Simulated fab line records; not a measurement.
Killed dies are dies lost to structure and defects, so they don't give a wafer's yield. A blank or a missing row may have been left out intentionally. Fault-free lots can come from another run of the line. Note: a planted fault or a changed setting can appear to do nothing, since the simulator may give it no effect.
Struck lot and sound lot, side by side	flow n5-finfet	39 out of 1938 route steps
Sound: wafers L539.4, L539.5, L539.6. Struck: wafer L526.1. (L526.2, L526.6 of the same lot were not struck and are left out.) The cause comes at the end.
At each step with rows: each side's tool, then ch and its chambers, then its first start. Under that, the readings that differ: sound wafers	struck wafers	difference of the means	sigmas: that difference in standard deviations of wafers without a fault.
alike: readings with means less than 2 such deviations apart, plus words and numbers identical on both sides. not compared: withheld readings, readings lacking a value on some wafer, bounds such as >300 that could conceal the same value, and numbers that have no deviation in the record and whose values overlap.
A row with sigmas, a row that says differs or no value, or rows on one side alone: a step with any of these is where the two part. Numbers that don't overlap but have no deviation are shown without sigmas and don't part them. A reading missing from all wafers of one side parts the sides only when that side holds two or more wafers.

first, 10 steps without rows for these wafers: N5_BEOL_M1_STRIP_36 (strips in N2/H2); N5_BEOL_M1_TRENCH_ETCH_37 (etches SiOC in C4F6/O2, target depth 55.207 nm, time 29 s); N5_BEOL_M1_ETCH_41 (etches SiCN in CH3F/O2, target depth 31.9 nm, time 57.8 s); N5_BEOL_M1_STRIP_97 (strips in N2/H2, time 10 s); N5_BEOL_M1_HM_STRIP_39 (strips TiN in peroxide tin strip, target depth 25 nm, time 158 s); N5_BEOL_M1_SRD_40 (time 30 s); N5_BEOL_M1_PRECLEAN_42 (cleans in residue remover, time 60 s); N5_BEOL_M1_SRD_43 (time 30 s); N5_BEOL_M1_DEGAS_44 (time 60 s); N5_BEOL_M1_PRE_CLEAN_45 (time 30 s).
N5_BEOL_M1_ALD_84: deposits TaN, pulse time 2 s, purge time 3 s, co reactant purge time 2 s.
  sound on ald-metal-02 ch 0,1,3, day 12 01:16; struck on ald-metal-02 ch 2, day 8 17:20
reading	sound	struck	difference	sigmas
ald-cycles	30 30 30	14	-16	
  alike: heater-power-w
  not compared: model.TaN_of_BEOL_M1_ALD_84.thk-nm
then, 26 steps without rows for these wafers: N5_BEOL_M1_SURFACE_TREAT_85; N5_BEOL_M1_CVD_47 (deposits Co from CCTBA/H2, target thk 3 nm, time 223.8 s); N5_BEOL_M1_SPUTTER_48 (material Cu, target thk 4.5 nm, time 8.29 s); N5_BEOL_M1_ANNEAL_49 (time 240 s); N5_BEOL_M1_SPUTTER_79 (material Cu, target thk 4.5 nm, time 8.29 s); N5_BEOL_M1_ANNEAL_80 (time 240 s); N5_BEOL_M1_SPUTTER_81 (material Cu, target thk 4.5 nm, time 8.29 s); N5_BEOL_M1_ANNEAL_82 (time 240 s); N5_BEOL_M1_SPUTTER_86 (material Cu, target thk 4.5 nm, time 8.29 s); N5_BEOL_M1_ANNEAL_87 (time 240 s); N5_BEOL_M1_SPUTTER_88 (material Cu, target thk 4.5 nm, time 8.29 s); N5_BEOL_M1_ANNEAL_89 (time 240 s); N5_BEOL_M1_SPUTTER_90 (material Cu, target thk 4.5 nm, time 8.29 s); N5_BEOL_M1_ANNEAL_91 (time 240 s); N5_BEOL_M1_SPUTTER_92 (material Cu, target thk 4.5 nm, time 8.29 s); N5_BEOL_M1_ANNEAL_93 (time 240 s); N5_BEOL_M1_SPUTTER_94 (material Cu, target thk 4.5 nm, time 8.29 s); N5_BEOL_M1_ANNEAL_95 (time 240 s); N5_BEOL_M1_SPUTTER_96 (material Cu, target thk 4.5 nm, time 8.29 s); N5_BEOL_M1_ECD_50 (material Cu, target thk 300 nm); N5_BEOL_M1_ANNEAL_51 (time 90 s); N5_BEOL_M1_CMP_52 (polishes, stops on SiOC, t overpolish 6.8 s, target thk 40 nm); N5_BEOL_M1_PRE_CLEAN_60 (time 15 s); N5_BEOL_M1_CO_CAP_55 (material Co, precursor CCTBA/H2, target thk 2 nm, time 102.1 s); N5_BEOL_M1_PRE_CLEAN_56 (time 15 s); N5_BEOL_M1_DEP_57 (deposits SiCN from 3MS/NH3, target thk 8 nm, time 14 s).
N5_BEOL_M4_RC_MEAS_101:
  sound on prober-01 ch 0, day 13 12:16; struck on prober-02 ch 0, day 10 02:29
reading	sound	struck	difference	sigmas
COMB_M1 (S/m)	7.5e-11 4.8e-11 6.9e-11	6.24e-10	+5.60e-10	+47
COMB_M1_max_site (S/m)	9.3e-11 6.3e-11 1.03e-10	1.103e-09	+1.017e-09	+56
  alike: DIBL_N, DIBL_P, IOFF_N, IOFF_P, ION_N, ION_P, SS_N, SS_P, VT_N, VT_P
-- the record jumps here: 4 days lie between the struck wafers' starts before and after (it left off in module BEOL_M4 and takes up again in module PASSIVATION, whose first step shown is number 1936 of the route) --
N5_PASSIVATION_PROBE_49:
  sound on prober-02 at day 18 03:44; struck on prober-02 at day 13 22:53
reading	sound	struck	difference	sigmas
defect-limited-yield (%)	91.6 89.0 89.7	60.1	-30.0	-21
killed_at_M0_to_M3	18 40 18	420	+395	+43
killed-at-contacts	10 30 18	7	-12	-2
killed-at-front-end	53 43 65	26	-28	-2
killed-dies	99 130 122	471	+354	+22
killed-on-rim	9 19 11	51	+38	+10
killed-open	70 87 76	54	-24	-2
sort_bin_4_leakage (%)	0 0 0	33.31	+33.31	+99 or more
sort_bin_6_memory (%)	3.6 4.5 3.3	1.9	-1.9	-3
sort-n-pass	1081 1050 1058	709	-354	-22
sort-yield-pct (%)	91.6 89.0 89.7	60.1	-30.0	-21
  alike: killed_at_M4_up, killed-at-other, killed-short, sort_bin_5_function

WHERE THEY PART
Last at N5_PASSIVATION_PROBE_49 as far as this record goes, first at N5_BEOL_M4_RC_MEAS_101.

WHY: the cause the simulator had injected
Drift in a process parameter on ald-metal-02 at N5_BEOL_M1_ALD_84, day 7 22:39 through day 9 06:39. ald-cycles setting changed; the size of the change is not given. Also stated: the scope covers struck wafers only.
